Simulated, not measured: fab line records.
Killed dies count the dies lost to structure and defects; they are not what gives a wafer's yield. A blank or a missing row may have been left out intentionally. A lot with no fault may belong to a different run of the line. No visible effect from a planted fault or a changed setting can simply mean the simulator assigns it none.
Comparing a struck lot with a sound one | flow n5Finfet | 14 out of 1938 route steps
Sound: the wafers L908.2, L908.4, L908.6. Struck: wafers L916.5, L916.6. (L916.1 of the same lot was not struck and is left out.) The cause comes at the end.
For every step that has rows: the tool of each side, followed by ch and its chambers, followed by its first start. Under that, the readings that differ: sound wafers | struck wafers | difference of the means | sigmas: that difference in standard deviations of wafers without a fault.
alike: words and numbers the same on both sides, and readings whose means are apart by under 2 such deviations; not compared: readings that were withheld, readings missing a value for some wafer, numbers with overlapping values and no deviation given by the record, and bounds like >300 which may hide the same value.
A row with sigmas, a row that says differs or no value, or rows on one side alone: a step with any of these is where the two part. Numbers that have no deviation but don't overlap get no sigmas and don't part them. A reading missing from all wafers of one side parts the sides only when that side holds two or more wafers.

first, 2 steps without rows for these wafers: N5_BEOL_M15_PRECLEAN_39 (cleans in residue remover, time 60 s); N5_BEOL_M15_SRD_40 (time 30 s, dry time 30 s).
N5_BEOL_M15_DEGAS_41: time 60 s.
  sound on pvdSputter-02, day 14 11:53; struck on pvdSputter-01, day 16 06:51
  alike: heaterPowerW
N5_BEOL_M15_PRE_CLEAN_42: time 30 s.
  sound on pvdSputter-02, day 14 11:55; struck on pvdSputter-01, day 16 06:53
  alike: heaterPowerW
N5_BEOL_M15_SPUTTER_43: material TaN, target thk 15 nm, time 24.19 s.
  sound on pvdSputter-02, day 14 11:58; struck on pvdSputter-01, day 16 06:56
  alike: throttleValvePct
N5_BEOL_M15_SPUTTER_44: material Ta, target thk 15 nm, time 24.19 s.
  sound on pvdSputter-02, day 14 12:02; struck on pvdSputter-01, day 16 07:01
  alike: throttleValvePct
then, 2 steps without rows for these wafers: N5_BEOL_M15_SPUTTER_45 (material Cu, target thk 100 nm, time 16.67 s); N5_BEOL_M15_ECD_47 (material Cu, target thk 1860 nm).
N5_BEOL_M15_ANNEAL_48: time 90 s.
  sound on rtpAnneal-01 ch 0, day 14 12:31; struck on rtpAnneal-01 ch 0, day 16 07:29
  alike: wafer_temp_C_max
then, 1 step without rows for these wafers: N5_BEOL_M15_CMP_49 (polishes, stops on SiO2, t overpolish 4.9 s, target thk 850 nm).
N5_BEOL_M15_THK_MEAS_50: measures by xrf.
  sound on filmMetro-01, day 14 13:04; struck on filmMetro-01, day 16 08:05
  alike: M15_THK
then, 1 step without rows for these wafers: N5_BEOL_M15_PRE_CLEAN_52 (time 15 s).
N5_BEOL_M15_DEP_53: deposits SiCN from 3MS/NH3, target thk 50 nm, time 17.8 s.
  sound on pecvd-04 ch 0,1, day 14 13:08; struck on pecvd-03 ch 1,2, day 16 08:08
reading                                  | sound          | struck  | difference                    | sigmas
rfFwdPowerW (W)                          | 665 665 665    | - -     | no value on the struck wafers | 
model.SiCN_of_BEOL_M15_DEP_53.thkNm (nm) | 49.6 50.8 51.6 | 24.2 24 | -26.6                         | 
  alike: showerheadPlenumPTorr, showerheadVppV, throttleValvePct
N5_BEOL_M15_RS_MEAS_54: the measuring method here is four-point-probe.
  sound on filmMetro-02, day 14 13:12; struck on filmMetro-01, day 16 08:13
  alike: M15_RS

WHERE THEY PART
N5_BEOL_M15_DEP_53 only, going by this record. Later steps at which nothing parts them and some readings are alike: N5_BEOL_M15_RS_MEAS_54.

WHY: what the simulator had put in
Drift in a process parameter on pecvd-03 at N5_BEOL_M15_DEP_53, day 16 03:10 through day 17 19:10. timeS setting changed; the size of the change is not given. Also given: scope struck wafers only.
